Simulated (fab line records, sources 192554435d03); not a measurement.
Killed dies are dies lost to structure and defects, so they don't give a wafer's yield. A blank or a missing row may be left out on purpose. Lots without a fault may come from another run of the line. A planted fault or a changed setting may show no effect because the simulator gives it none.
Split-lot experiment | flow n5_finfet | 7 lots, 39 wafers read, on a route of 1938 steps

THE SPLIT
At N5_BEOL_M15_TRENCH_ETCH_34 (etches SiO2 in C4F8/O2/Ar, target depth 872.93 nm, time 199 s), the setting target_depth_a was moved away from the recipe's 8729.3 angstrom on 12 of the 39 wafers read, by -35.9% to +47.8%. The other wafers ran this setting at the recipe's value.

FROM THE SPLIT TO THE READING: what the file shows between them, 12 steps
- N5_BEOL_M15_STRIP_36: strips in O2
- N5_BEOL_M15_STRIP_62: strips in O2
- N5_BEOL_M15_STRIP_37: strips in O2
- N5_BEOL_M15_ETCH_38: etches SiCN in CF4/N2, target depth 106.4 nm, time 120.5 s
- N5_BEOL_M15_PRECLEAN_39: cleans in residue remover, time 60 s
- N5_BEOL_M15_SRD_40: time 30 s, dry time 30 s
- N5_BEOL_M15_ECD_47: material Cu, target thk 1860 nm
- N5_BEOL_M15_ANNEAL_48: time 90 s
- N5_BEOL_M15_CMP_49: polishes, stops on SiO2, t overpolish 4.9 s, target thk 850 nm
- N5_BEOL_M15_THK_MEAS_50: measures by xrf
- N5_BEOL_M15_PRE_CLEAN_52: time 15 s
- N5_BEOL_M15_DEP_53: deposits SiCN from 3MS/NH3, target thk 50 nm, time 17.8 s

THE READING
M15_RS, in ohm/sq, at N5_BEOL_M15_RS_MEAS_54 (measures by four-point-probe). Fault-free wafers of this fab line usually give 0.0216 ohm/sq, standard deviation 0.00033 ohm/sq.

wafer  | tool, chamber at the split | target_depth_a as run, angstrom | against the recipe | M15_RS, ohm/sq | against lot-mates on the recipe
L076.1 | rie_diel-05, 0             | 11620                           | +33.1%             | 0.0159         | -0.0057
L076.2 | rie_diel-05, 1             | 11620                           | +33.1%             | 0.0158         | -0.0058
L076.3 | rie_diel-05, 2             | 11620                           | +33.1%             | 0.0163         | -0.0053
L076.4 | rie_diel-05, 2             | 8729.3                          | recipe             | 0.0219         | -
L076.5 | rie_diel-05, 0             | 8729.3                          | recipe             | 0.0214         | -
L076.6 | rie_diel-05, 1             | 8729.3                          | recipe             | 0.0214         | -
L078.1 | rie_diel-05, 1             | 8729.3                          | recipe             | 0.0213         | -
L078.2 | rie_diel-05, 2             | 8729.3                          | recipe             | 0.0217         | -
L078.3 | rie_diel-05, 3             | 5595                            | -35.9%             | 0.0351         | +0.0136
L078.4 | rie_diel-05, 0             | 5595                            | -35.9%             | 0.0338         | +0.0123
L078.5 | rie_diel-05, 2             | 8729.3                          | recipe             | 0.0215         | -
L078.6 | rie_diel-05, 3             | 5595                            | -35.9%             | 0.0344         | +0.0129
L080.1 | rie_diel-05, 1             | 8729.3                          | recipe             | 0.0210         | -
L080.2 | rie_diel-05, 2             | 8729.3                          | recipe             | 0.0214         | -
L080.4 | rie_diel-05, 0             | 8729.3                          | recipe             | 0.0210         | -
L081.1 | rie_diel-05, 1             | 8729.3                          | recipe             | 0.0210         | -
L081.2 | rie_diel-05, 3             | 8729.3                          | recipe             | 0.0214         | -
L081.3 | rie_diel-05, 2             | 8729.3                          | recipe             | 0.0216         | -
L081.4 | rie_diel-05, 0             | 8729.3                          | recipe             | 0.0210         | -
L081.5 | rie_diel-05, 3             | 8729.3                          | recipe             | 0.0214         | -
L081.6 | rie_diel-05, 0             | 8729.3                          | recipe             | 0.0210         | -
L083.1 | rie_diel-05, 1             | 8729.3                          | recipe             | 0.0214         | -
L083.2 | rie_diel-05, 0             | 8729.3                          | recipe             | 0.0212         | -
L083.3 | rie_diel-05, 2             | 8729.3                          | recipe             | 0.0213         | -
L083.4 | rie_diel-05, 3             | 8729.3                          | recipe             | 0.0218         | -
L083.5 | rie_diel-05, 0             | 8729.3                          | recipe             | 0.0214         | -
L083.6 | rie_diel-05, 1             | 8729.3                          | recipe             | 0.0211         | -
L090.1 | rie_diel-03, 1             | 8729.3                          | recipe             | 0.0222         | -
L090.2 | rie_diel-03, 3             | 12900                           | +47.8%             | 0.0144         | -0.0077
L090.3 | rie_diel-03, 2             | 12900                           | +47.8%             | 0.0148         | -0.0073
L090.4 | rie_diel-03, 0             | 8729.3                          | recipe             | 0.0222         | -
L090.5 | rie_diel-03, 2             | 8729.3                          | recipe             | 0.0218         | -
L090.6 | rie_diel-03, 3             | 12900                           | +47.8%             | 0.0143         | -0.0078
L096.1 | rie_diel-03, 1             | 5744                            | -34.2%             | 0.0337         | +0.0121
L096.2 | rie_diel-03, 3             | 8729.3                          | recipe             | 0.0214         | -
L096.3 | rie_diel-03, 2             | 8729.3                          | recipe             | 0.0217         | -
L096.4 | rie_diel-03, 0             | 8729.3                          | recipe             | 0.0217         | -
L096.5 | rie_diel-03, 2             | 5744                            | -34.2%             | 0.0341         | +0.0125
L096.6 | rie_diel-03, 1             | 5744                            | -34.2%             | 0.0338         | +0.0122

THE FIT
A straight line over all 39 wafers: M15_RS changes by -0.000243 ohm/sq for each +1% of target_depth_a; r = -0.94; the points scatter about the line by 0.0019 ohm/sq.
The same after taking each lot's own level away (the mean of its wafers on the recipe; 39 wafers): -0.000247 ohm/sq for each +1%; r = -0.95; scatter 0.0018 ohm/sq.
On that fit, the largest move of target_depth_a shifts the reading by 0.012 ohm/sq.
The lots' own levels span 0.02113 to 0.02207 ohm/sq, that is 2.8 times the standard deviation above.
So the lot-to-lot level changes the slope little: the two slopes agree.
Check: with one of the wafers moved furthest among these (+47.8%) left out of the fit, the line predicts -0.0112 ohm/sq for it against its lot-mates. It came out at -0.00767 ohm/sq against them.

OTHER SPLITS ON THESE WAFERS
These wafers also went through other splits before the reading. Each is held against what the fit with the lots' levels taken away leaves over:
other split on the same wafers | wafers away from the commonest value | r with M15_RS (lot level and that fit taken away)
N5_BEOL_M8_DESCUM_16 time_s    | 9                                    | -0.23
N5_BEOL_M9_CVD_78 target_thk_a | 15                                   | -0.04

THE WHOLE CHAIN: every reading that the file lists as answering this split, in the file's order
step                       | what it does                                                   | reading                                                                          | change (the file's fit)                | r (the file's)
N5_BEOL_M15_TRENCH_ETCH_34 | etches SiO2 in C4F8/O2/Ar, target depth 872.93 nm, time 199 s  | etch.depth_nm (the simulator's own value, which no gauge read)                   | +8.85 nm for each +1% of the setting   | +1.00
N5_BEOL_M15_TRENCH_ETCH_34 | etches SiO2 in C4F8/O2/Ar, target depth 872.93 nm, time 199 s  | coat_of_BEOL_M15_COAT_22.thk_nm (the simulator's own value, which no gauge read) | -1.77 nm for each +1% of the setting   | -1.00
N5_BEOL_M15_TRENCH_ETCH_34 | etches SiO2 in C4F8/O2/Ar, target depth 872.93 nm, time 199 s  | BEOL_M15.cd_nm (the simulator's own value, which no gauge read)                  | +0.0787 nm for each +1% of the setting | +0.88
N5_BEOL_M15_ETCH_38        | etches SiCN in CF4/N2, target depth 106.4 nm, time 120.5 s     | BEOL_M15.cd_nm (the simulator's own value, which no gauge read)                  | +0.0775 nm for each +1% of the setting | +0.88
N5_BEOL_M15_CMP_49         | polishes, stops on SiO2, t overpolish 4.9 s, target thk 850 nm | Cu_of_BEOL_M15_ECD_47.thk_nm (the simulator's own value, which no gauge read)    | +8.86 nm for each +1% of the setting   | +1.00
N5_BEOL_M15_THK_MEAS_50    | measures by xrf                                                | M15_THK                                                                          | +8.84 for each +1% of the setting      | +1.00
N5_BEOL_M15_RS_MEAS_54     | measures by four-point-probe                                   | M15_RS                                                                           | -0.000245 for each +1% of the setting  | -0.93

THE FILE'S OWN FIT
M15_RS changes by -0.000245 ohm/sq for each +1% of target_depth_a, r = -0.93.
